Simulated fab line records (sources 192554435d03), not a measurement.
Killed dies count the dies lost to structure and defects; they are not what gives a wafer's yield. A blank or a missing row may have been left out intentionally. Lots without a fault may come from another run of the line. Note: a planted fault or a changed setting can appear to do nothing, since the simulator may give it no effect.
Which of the tools did it? :: flow n5-finfet :: 30 wafers sampled from 10 lots at 1 step of a route of 1938

WHAT THE GAUGES SHOWED, per wafer
N5_DUMMY_GATE_INSPECT_17: inspects for defects (brightfield).
lot: L837
measured: day 3 04:28
on: defect-inspect-02
raw-defect-count: 178 235 216

lot: L838
measured: day 3 10:26
on: defect-inspect-02
raw-defect-count: 303 150 231

lot: L839
measured: day 3 18:16
on: defect-inspect-02
raw-defect-count: 168 184 186

lot: L844
measured: day 5 00:44
on: defect-inspect-01
raw-defect-count: 200 229 205

lot: L846
measured: day 5 13:40
on: defect-inspect-01
raw-defect-count: 133 157 231

lot: L850
measured: day 6 11:32
on: defect-inspect-01
raw-defect-count: 137 177 178

lot: L851
measured: day 6 17:25
on: defect-inspect-02
raw-defect-count: 193 129 248

lot: L854
measured: day 7 10:00
on: defect-inspect-02
raw-defect-count: 163 137 177

lot: L855
measured: day 7 15:05
on: defect-inspect-01
raw-defect-count: 139 232 201

lot: L857
measured: day 8 04:50
on: defect-inspect-01
raw-defect-count: 216 232 175

WHICH TOOL RAN EACH LOT (tool, then ch and the chambers of the sampled wafers, then the start)
Before these readings, the record contains no process step.

THE ANSWER, worked out from the rows above alone
Rule: the usual values come from the lots themselves. Put in order of their means at a reading, lots are off if they are a third of the lots or fewer, leave a main group of 4 or more, and stand apart from it by a gap of 3 or more times the standard deviation of the main group's means; of several such gaps the widest counts. A main group whose means are all the same, to the digits that the tables above print for the reading, isn't used. Also off: a lot with no number at a reading for which 4 or more lots have one. Any other lot the step has rows for is counted as sound.
No lot is off on any of the readings shown, so nothing can be concluded from this.

WHAT THE SIMULATOR PUT IN
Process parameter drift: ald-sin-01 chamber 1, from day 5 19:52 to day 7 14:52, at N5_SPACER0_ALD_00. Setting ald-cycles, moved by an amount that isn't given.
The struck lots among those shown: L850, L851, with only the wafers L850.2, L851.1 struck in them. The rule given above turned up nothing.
